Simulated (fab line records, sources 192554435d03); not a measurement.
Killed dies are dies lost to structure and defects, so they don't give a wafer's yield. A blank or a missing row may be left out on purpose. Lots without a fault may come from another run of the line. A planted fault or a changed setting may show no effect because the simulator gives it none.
Which tool did it? | flow n5_finfet | 23 lots, 69 wafers sampled, at 6 steps of a route of 1938

WHAT THE GAUGES READ, wafer by wafer
The record holds no reading of a measuring or inspecting step that can be judged against a usual standard deviation.

WHICH TOOL RAN EACH LOT (tool, then ch and the chambers of the sampled wafers, then the start)
lot  | N5_BEOL_M0_SAQP_SPACER2_ETCHBACK_27 | N5_BEOL_M0_SAQP_DESCUM_45          | N5_BEOL_M0_SAQP_STRIP_75           | N5_BEOL_M0_HM_OPEN_105            | N5_BEOL_M0_DEGAS_112         | N5_BEOL_M0_ALD_136
L074 | rie_diel-01 ch 0,1,2, day 5 18:10   | rie_diel-06 ch 0,1,2, day 5 19:01  | rie_diel-01 ch 1,2,3, day 5 20:10  | rie_metal-02 ch 0,1, day 5 22:46  | pvd_sputter-03, day 6 00:05  | ald_metal-01 ch 0,2,3, day 6 00:17
L075 | rie_diel-05 ch 1,2,3, day 6 00:12   | rie_diel-06 ch 0,1,3, day 6 00:50  | rie_diel-06 ch 0,3, day 6 01:45    | rie_metal-01 ch 0,1, day 6 04:52  | pvd_sputter-02, day 6 06:08  | ald_metal-03 ch 1,2,3, day 6 06:14
L077 | rie_diel-01 ch 1,2,3, day 6 21:11   | rie_diel-05 ch 1,2, day 6 21:50    | rie_diel-01 ch 0,1, day 6 22:59    | rie_metal-01 ch 0, day 7 04:11    | pvd_sputter-03, day 7 05:20  | ald_metal-04 ch 0,2, day 7 05:26
L078 | rie_diel-06 ch 0,3, day 6 21:56     | rie_diel-05 ch 1,2,3, day 6 22:41  | rie_diel-05 ch 0,1,2, day 7 00:06  | rie_metal-01 ch 0,1, day 7 04:20  | pvd_sputter-03, day 7 05:25  | ald_metal-01 ch 0,1,2, day 7 05:34
L079 | rie_diel-05 ch 0,2,3, day 6 22:23   | rie_diel-01 ch 2,3, day 6 23:07    | rie_diel-01 ch 0,1, day 7 00:31    | rie_metal-02 ch 0,1, day 7 06:35  | pvd_sputter-02, day 7 07:32  | ald_metal-04 ch 0,1,3, day 7 07:38
L080 | rie_diel-05 ch 0,1,3, day 7 02:39   | rie_diel-01 ch 1,2,3, day 7 03:28  | rie_diel-05 ch 0,1,3, day 7 04:37  | rie_metal-01 ch 0,1, day 7 06:30  | pvd_sputter-02, day 7 07:41  | ald_metal-01 ch 1,2,3, day 7 07:48
L081 | rie_diel-05 ch 1,2,3, day 7 08:42   | rie_diel-06 ch 1,2, day 7 09:20    | rie_diel-05 ch 0,2,3, day 7 10:14  | rie_metal-01 ch 0,1, day 7 11:14  | pvd_sputter-03, day 7 13:49  | ald_metal-04 ch 0,1,3, day 7 13:56
L082 | rie_diel-06 ch 0,2,3, day 7 14:13   | rie_diel-01 ch 0,1,2, day 7 14:56  | rie_diel-05 ch 1,2,3, day 7 15:53  | rie_metal-02 ch 0,1, day 7 17:02  | pvd_sputter-03, day 7 18:00  | ald_metal-01 ch 0,1,2, day 7 18:10
L083 | rie_diel-06 ch 0,1,2, day 7 22:30   | rie_diel-06 ch 1,2,3, day 7 23:08  | rie_diel-01 ch 0,1,3, day 8 00:03  | rie_metal-01 ch 0,1, day 8 02:35  | pvd_sputter-02, day 8 04:01  | ald_metal-01 ch 0,2,3, day 8 04:07
L084 | rie_diel-06 ch 0,2,3, day 8 02:21   | rie_diel-05 ch 0,3, day 8 03:45    | rie_diel-06 ch 0,1, day 8 04:41    | rie_metal-01 ch 0,1, day 8 05:57  | pvd_sputter-03, day 8 07:15  | ald_metal-03 ch 0,1,2, day 8 07:26
L086 | rie_diel-05 ch 1,2,3, day 8 15:11   | rie_diel-05 ch 1,2,3, day 8 15:49  | rie_diel-01 ch 0,1,2, day 8 16:59  | rie_metal-02 ch 0,1, day 8 19:17  | pvd_sputter-02, day 8 21:26  | ald_metal-03 ch 0,2,3, day 8 21:32
L085 | rie_diel-05 ch 1,2, day 8 19:09     | rie_diel-01 ch 0,2,3, day 8 19:47  | rie_diel-06 ch 2,3, day 8 22:01    | rie_metal-02 ch 0,1, day 9 02:03  | pvd_sputter-02, day 9 05:28  | ald_metal-01 ch 1,2, day 9 05:34
L087 | rie_diel-05 ch 1,2, day 9 00:52     | rie_diel-05 ch 2,3, day 9 01:30    | rie_diel-05 ch 1,2,3, day 9 02:25  | rie_metal-02 ch 0,1, day 9 06:06  | pvd_sputter-01, day 9 07:44  | ald_metal-04 ch 0,2,3, day 9 07:50
L088 | rie_diel-06 ch 1,3, day 9 02:51     | rie_diel-05 ch 1,2, day 9 03:29    | rie_diel-05 ch 0,1,3, day 9 04:23  | rie_metal-01 ch 0, day 9 05:07    | pvd_sputter-01, day 9 06:35  | ald_metal-04 ch 1,2,3, day 9 06:41
L089 | rie_diel-05 ch 1,2,3, day 9 13:58   | rie_diel-05 ch 0,1,3, day 9 14:35  | rie_diel-06 ch 1,2,3, day 9 15:29  | rie_metal-02 ch 0, day 9 17:23    | pvd_sputter-01, day 9 18:30  | ald_metal-04 ch 0,1,3, day 9 18:36
L090 | rie_diel-05 ch 0,1,2, day 9 16:10   | rie_diel-06 ch 0,1,2, day 9 16:47  | rie_diel-01 ch 1,2,3, day 9 17:59  | rie_metal-03 ch 0,1, day 9 20:24  | pvd_sputter-02, day 9 21:48  | ald_metal-03 ch 0,1,3, day 9 21:56
L091 | rie_diel-06 ch 0,2,3, day 9 22:05   | rie_diel-06 ch 0,2,3, day 9 22:58  | rie_diel-05 ch 1,2,3, day 9 23:53  | rie_metal-02 ch 0,1, day 10 04:13 | pvd_sputter-03, day 10 05:40 | ald_metal-04 ch 1,3, day 10 05:49
L092 | rie_diel-01 ch 0,2,3, day 10 01:19  | rie_diel-06 ch 1,2, day 10 01:56   | rie_diel-06 ch 1,2,3, day 10 02:51 | rie_metal-01 ch 0,1, day 10 04:10 | pvd_sputter-01, day 10 05:27 | ald_metal-03 ch 0,3, day 10 05:33
L093 | rie_diel-06 ch 0,1,3, day 10 12:02  | rie_diel-01 ch 0,2,3, day 10 12:41 | rie_diel-01 ch 0,2,3, day 10 13:35 | rie_metal-01 ch 0,1, day 10 17:08 | pvd_sputter-02, day 10 18:18 | ald_metal-03 ch 1,2,3, day 10 18:26
L094 | rie_diel-01 ch 2,3, day 10 14:54    | rie_diel-06 ch 0,1,2, day 10 15:32 | rie_diel-05 ch 2,3, day 10 16:35   | rie_metal-02 ch 0,1, day 10 17:29 | pvd_sputter-03, day 10 18:43 | ald_metal-01 ch 2,3, day 10 18:53
L095 | rie_diel-01 ch 2,3, day 10 21:08    | rie_diel-01 ch 0,2,3, day 10 22:10 | rie_diel-06 ch 1,2,3, day 10 23:07 | rie_metal-02 ch 0,1, day 11 00:15 | pvd_sputter-02, day 11 01:32 | ald_metal-03 ch 1,2, day 11 01:50
L096 | rie_diel-01 ch 0,1,3, day 10 23:46  | rie_diel-06 ch 2,3, day 11 01:04   | rie_diel-05 ch 0,1, day 11 01:59   | rie_metal-03 ch 0,1, day 11 02:53 | pvd_sputter-02, day 11 03:53 | ald_metal-01 ch 1,2, day 11 04:07
L097 | rie_diel-06 ch 0,1,2, day 11 10:20  | rie_diel-06 ch 2,3, day 11 11:07   | rie_diel-06 ch 0,3, day 11 13:05   | rie_metal-01 ch 0,1, day 11 17:16 | pvd_sputter-03, day 11 18:39 | ald_metal-03 ch 0,2, day 11 18:50
- N5_BEOL_M0_SAQP_SPACER2_ETCHBACK_27: etches SiO2 in CHF3/O2, target depth 22.5 nm, time 11.25 s.
- N5_BEOL_M0_SAQP_DESCUM_45: chemistry O2, time 7 s.
- N5_BEOL_M0_SAQP_STRIP_75: strips in CF4.
- N5_BEOL_M0_HM_OPEN_105: chemistry Cl2/BCl3, target TiN, target depth 12 nm.
- N5_BEOL_M0_DEGAS_112: time 60 s.
- N5_BEOL_M0_ALD_136: deposits TaN, pulse time 2 s, purge time 3 s, co reactant purge time 2 s.

WHAT THE TOOLS THEMSELVES READ (means of the sampled wafers that have a number; where no wafer has one, the mark that the record gives instead)
N5_BEOL_M0_SAQP_SPACER2_ETCHBACK_27.
lot  | tool        | drypump_motor_current_A (A) | oes_product_au (a.u.) | rf_vpp_V (V) | showerhead_plenum_p_Torr (Torr) | throttle_valve_pct (%)
L074 | rie_diel-01 | 5.7                         | 0.77                  | 520          | 2.39                            | 18.95
L075 | rie_diel-05 | 5.5                         | 0.82                  | 539          | 2.49                            | 18.65
L077 | rie_diel-01 | 5.3                         | 0.81                  | 527          | 2.42                            | 18.99
L078 | rie_diel-06 | 5.2                         | 0.74                  | 524          | 2.49                            | 18.85
L079 | rie_diel-05 | 5.7                         | 0.86                  | 529          | 2.47                            | 18.56
L080 | rie_diel-05 | 5.8                         | 0.80                  | 530          | 2.48                            | 18.69
L081 | rie_diel-05 | 5.5                         | 0.82                  | 539          | 2.48                            | 18.65
L082 | rie_diel-06 | 5.3                         | 0.77                  | 527          | 2.48                            | 18.85
L083 | rie_diel-06 | 5.4                         | 0.83                  | 528          | 2.49                            | 18.68
L084 | rie_diel-06 | 5.4                         | 0.77                  | 527          | 2.48                            | 18.86
L086 | rie_diel-05 | 5.5                         | 0.79                  | 539          | 2.48                            | 18.67
L085 | rie_diel-05 | 5.4                         | 0.81                  | 544          | 2.49                            | 18.78
L087 | rie_diel-05 | 5.3                         | 0.86                  | 544          | 2.48                            | 18.66
L088 | rie_diel-06 | 5.6                         | 0.74                  | 519          | 2.51                            | 18.98
L089 | rie_diel-05 | 5.5                         | 0.79                  | 538          | 2.48                            | 18.70
L090 | rie_diel-05 | 5.6                         | 0.84                  | 533          | 2.48                            | 18.70
L091 | rie_diel-06 | 5.3                         | 0.75                  | 527          | 2.47                            | 18.88
L092 | rie_diel-01 | 5.4                         | 0.80                  | 530          | 2.41                            | 18.81
L093 | rie_diel-06 | 5.4                         | 0.75                  | 523          | 2.50                            | 18.86
L094 | rie_diel-01 | 5.0                         | 0.76                  | 526          | 2.37                            | 19.06
L095 | rie_diel-01 | 5.0                         | 0.84                  | 536          | 2.45                            | 18.85
L096 | rie_diel-01 | 5.8                         | 0.81                  | 530          | 2.45                            | 18.81
L097 | rie_diel-06 | 5.4                         | 0.80                  | 528          | 2.49                            | 18.72

N5_BEOL_M0_SAQP_DESCUM_45.
lot  | tool        | drypump_motor_current_A (A) | oes_product_au (a.u.) | rf_vpp_V (V) | showerhead_plenum_p_Torr (Torr) | throttle_valve_pct (%)
L074 | rie_diel-06 | 5.4                         | 0.86                  | 245.3        | 2.16                            | 20.08
L075 | rie_diel-06 | 5.4                         | 0.79                  | 245.0        | 2.18                            | 20.25
L077 | rie_diel-05 | 5.3                         | 0.90                  | 243.9        | 2.16                            | 20.20
L078 | rie_diel-05 | 5.5                         | 0.81                  | 244.4        | 2.17                            | 20.23
L079 | rie_diel-01 | 5.1                         | 0.89                  | 243.6        | 2.15                            | 20.41
L080 | rie_diel-01 | 5.3                         | 0.81                  | 243.3        | 2.10                            | 20.50
L081 | rie_diel-06 | 5.6                         | 0.88                  | 243.9        | 2.14                            | 20.05
L082 | rie_diel-01 | 5.7                         | 0.75                  | 242.6        | 2.06                            | 20.44
L083 | rie_diel-06 | 5.6                         | 0.81                  | 243.6        | 2.15                            | 20.22
L084 | rie_diel-05 | 5.9                         | 0.77                  | 244.1        | 2.14                            | 20.13
L086 | rie_diel-05 | 5.5                         | 0.80                  | 243.9        | 2.16                            | 20.25
L085 | rie_diel-01 | 5.4                         | 0.81                  | 243.2        | 2.11                            | 20.36
L087 | rie_diel-05 | 5.4                         | 0.85                  | 244.1        | 2.14                            | 20.09
L088 | rie_diel-05 | 5.4                         | 0.80                  | 244.4        | 2.17                            | 20.36
L089 | rie_diel-05 | 5.8                         | 0.78                  | 244.6        | 2.15                            | 20.26
L090 | rie_diel-06 | 5.4                         | 0.81                  | 243.9        | 2.15                            | 20.13
L091 | rie_diel-06 | 5.4                         | 0.76                  | 244.0        | 2.14                            | 20.31
L092 | rie_diel-06 | 5.6                         | 0.86                  | 245.7        | 2.16                            | 20.07
L093 | rie_diel-01 | 5.4                         | 0.80                  | 243.5        | 2.10                            | 20.38
L094 | rie_diel-06 | 5.4                         | 0.81                  | 244.5        | 2.15                            | 20.15
L095 | rie_diel-01 | 5.4                         | 0.80                  | 244.7        | 2.10                            | 20.38
L096 | rie_diel-06 | 5.6                         | 0.74                  | 244.7        | 2.13                            | 20.43
L097 | rie_diel-06 | 5.6                         | 0.73                  | 243.7        | 2.13                            | 20.43

N5_BEOL_M0_SAQP_STRIP_75.
lot  | tool        | drypump_motor_current_A (A) | oes_product_au (a.u.) | rf_vpp_V (V) | showerhead_plenum_p_Torr (Torr) | throttle_valve_pct (%)
L074 | rie_diel-01 | 5.3                         | 0.188                 | 271.2        | 1.80                            | 13.60
L075 | rie_diel-06 | 5.2                         | 0.173                 | 272.5        | 1.86                            | 13.58
L077 | rie_diel-01 | 6.1                         | 0.183                 | 270.6        | 1.81                            | 13.41
L078 | rie_diel-05 | 5.6                         | 0.200                 | 272.5        | 1.84                            | 13.29
L079 | rie_diel-01 | 6.1                         | 0.179                 | 272.4        | 1.80                            | 13.59
L080 | rie_diel-05 | 5.8                         | 0.185                 | 271.8        | 1.85                            | 13.44
L081 | rie_diel-05 | 5.6                         | 0.193                 | 271.2        | 1.84                            | 13.29
L082 | rie_diel-05 | 5.5                         | 0.182                 | 271.6        | 1.84                            | 13.38
L083 | rie_diel-01 | 5.8                         | 0.190                 | 271.9        | 1.83                            | 13.45
L084 | rie_diel-06 | 5.2                         | 0.180                 | 272.3        | 1.87                            | 13.46
L086 | rie_diel-01 | 5.7                         | 0.177                 | 270.3        | 1.76                            | 13.62
L085 | rie_diel-06 | 5.5                         | 0.189                 | 272.5        | 1.83                            | 13.49
L087 | rie_diel-05 | 5.5                         | 0.183                 | 272.3        | 1.84                            | 13.39
L088 | rie_diel-05 | 5.7                         | 0.176                 | 271.8        | 1.85                            | 13.46
L089 | rie_diel-06 | 5.6                         | 0.184                 | 272.3        | 1.85                            | 13.53
L090 | rie_diel-01 | 5.3                         | 0.183                 | 271.0        | 1.79                            | 13.66
L091 | rie_diel-05 | 5.5                         | 0.179                 | 272.3        | 1.84                            | 13.42
L092 | rie_diel-06 | 5.5                         | 0.185                 | 272.6        | 1.85                            | 13.53
L093 | rie_diel-01 | 5.4                         | 0.181                 | 272.0        | 1.80                            | 13.49
L094 | rie_diel-05 | 5.6                         | 0.174                 | 271.6        | 1.84                            | 13.41
L095 | rie_diel-06 | 5.6                         | 0.182                 | 272.8        | 1.85                            | 13.54
L096 | rie_diel-05 | 5.8                         | 0.191                 | 272.7        | 1.84                            | 13.42
L097 | rie_diel-06 | 5.2                         | 0.163                 | 271.9        | 1.84                            | 13.68

N5_BEOL_M0_HM_OPEN_105.
lot  | tool         | drypump_motor_current_A (A) | oes_product_au (a.u.) | throttle_valve_pct (%)
L074 | rie_metal-02 | 5.6                         | 0.68                  | 22.19
L075 | rie_metal-01 | 5.7                         | 0.73                  | 22.01
L077 | rie_metal-01 | 5.5                         | 0.71                  | 21.92
L078 | rie_metal-01 | 5.9                         | 0.73                  | 22.11
L079 | rie_metal-02 | 5.3                         | 0.73                  | 22.12
L080 | rie_metal-01 | 5.8                         | 0.74                  | 22.12
L081 | rie_metal-01 | 5.8                         | 0.73                  | 22.12
L082 | rie_metal-02 | 5.3                         | 0.73                  | 22.11
L083 | rie_metal-01 | 5.9                         | 0.72                  | 22.13
L084 | rie_metal-01 | 5.7                         | 0.72                  | 22.01
L086 | rie_metal-02 | 5.3                         | 0.71                  | 22.14
L085 | rie_metal-02 | 5.6                         | 0.65                  | 22.20
L087 | rie_metal-02 | 5.6                         | 0.65                  | 22.21
L088 | rie_metal-01 | 5.5                         | 0.70                  | 21.92
L089 | rie_metal-02 | 5.0                         | 0.77                  | 22.06
L090 | rie_metal-03 | 6.1                         | 0.80                  | 22.28
L091 | rie_metal-02 | 5.5                         | 0.93                  | 21.89
L092 | rie_metal-01 | 5.8                         | 0.72                  | 22.14
L093 | rie_metal-01 | 5.8                         | 0.71                  | 22.13
L094 | rie_metal-02 | 5.3                         | 0.84                  | 21.98
L095 | rie_metal-02 | 5.5                         | 0.91                  | 21.90
L096 | rie_metal-03 | 5.8                         | 0.78                  | 22.15
L097 | rie_metal-01 | 5.7                         | 0.69                  | 22.04

N5_BEOL_M0_DEGAS_112.
lot  | tool           | heater_power_w (W)
L074 | pvd_sputter-03 | 400
L075 | pvd_sputter-02 | 416
L077 | pvd_sputter-03 | 389
L078 | pvd_sputter-03 | 386
L079 | pvd_sputter-02 | 362
L080 | pvd_sputter-02 | 336
L081 | pvd_sputter-03 | 372
L082 | pvd_sputter-03 | 376
L083 | pvd_sputter-02 | 337
L084 | pvd_sputter-03 | 359
L086 | pvd_sputter-02 | 337
L085 | pvd_sputter-02 | 386
L087 | pvd_sputter-01 | 332
L088 | pvd_sputter-01 | 293
L089 | pvd_sputter-01 | 342
L090 | pvd_sputter-02 | 389
L091 | pvd_sputter-03 | 373
L092 | pvd_sputter-01 | 314
L093 | pvd_sputter-02 | 337
L094 | pvd_sputter-03 | 443
L095 | pvd_sputter-02 | 397
L096 | pvd_sputter-02 | 388
L097 | pvd_sputter-03 | 370

N5_BEOL_M0_ALD_136.
lot  | tool         | heater_power_w (W) | precursor_vessel_carrier_sccm (sccm)
L074 | ald_metal-01 | 396                | 1000.8
L075 | ald_metal-03 | 387                | 1001.3
L077 | ald_metal-04 | 397                | 1000.7
L078 | ald_metal-01 | 399                | 1001.2
L079 | ald_metal-04 | 406                | 1002.3
L080 | ald_metal-01 | 406                | 999.6
L081 | ald_metal-04 | 406                | 1000.1
L082 | ald_metal-01 | 397                | 1002.0
L083 | ald_metal-01 | 403                | 999.9
L084 | ald_metal-03 | 402                | 1000.4
L086 | ald_metal-03 | 400                | 1000.0
L085 | ald_metal-01 | 396                | 1002.6
L087 | ald_metal-04 | 413                | 999.8
L088 | ald_metal-04 | 401                | 1000.6
L089 | ald_metal-04 | 406                | 998.7
L090 | ald_metal-03 | 393                | 1001.1
L091 | ald_metal-04 | 414                | 998.9
L092 | ald_metal-03 | 393                | 1000.9
L093 | ald_metal-03 | 386                | 998.9
L094 | ald_metal-01 | 395                | 1000.9
L095 | ald_metal-03 | 402                | 1002.6
L096 | ald_metal-01 | 397                | 995.6
L097 | ald_metal-03 | 402                | 999.4

THE ANSWER, worked out from the rows above alone
Rule: what is usual is taken from the lots themselves. Put in order of their means at a reading, lots are off if they are a third of the lots or fewer, leave a main group of 4 or more, and stand apart from it by a gap of 3 or more times the standard deviation of the main group's means; of several such gaps the widest counts. A main group whose means are all the same, to the digits that the tables above print for the reading, isn't used. A lot without any number at a reading at which 4 lots or more have one is off too. The other lots that the step has rows for count as sound. The gauges are gone through in route order, then the tools' own readings, and for those a lot's mean is taken as printed above. The first step at which some lot is off is used, and at that step the reading that is off furthest; a lot without a number counts as furthest.
No lot is off at any reading shown: from this, nothing can be told.

WHAT THE SIMULATOR HAD PUT IN
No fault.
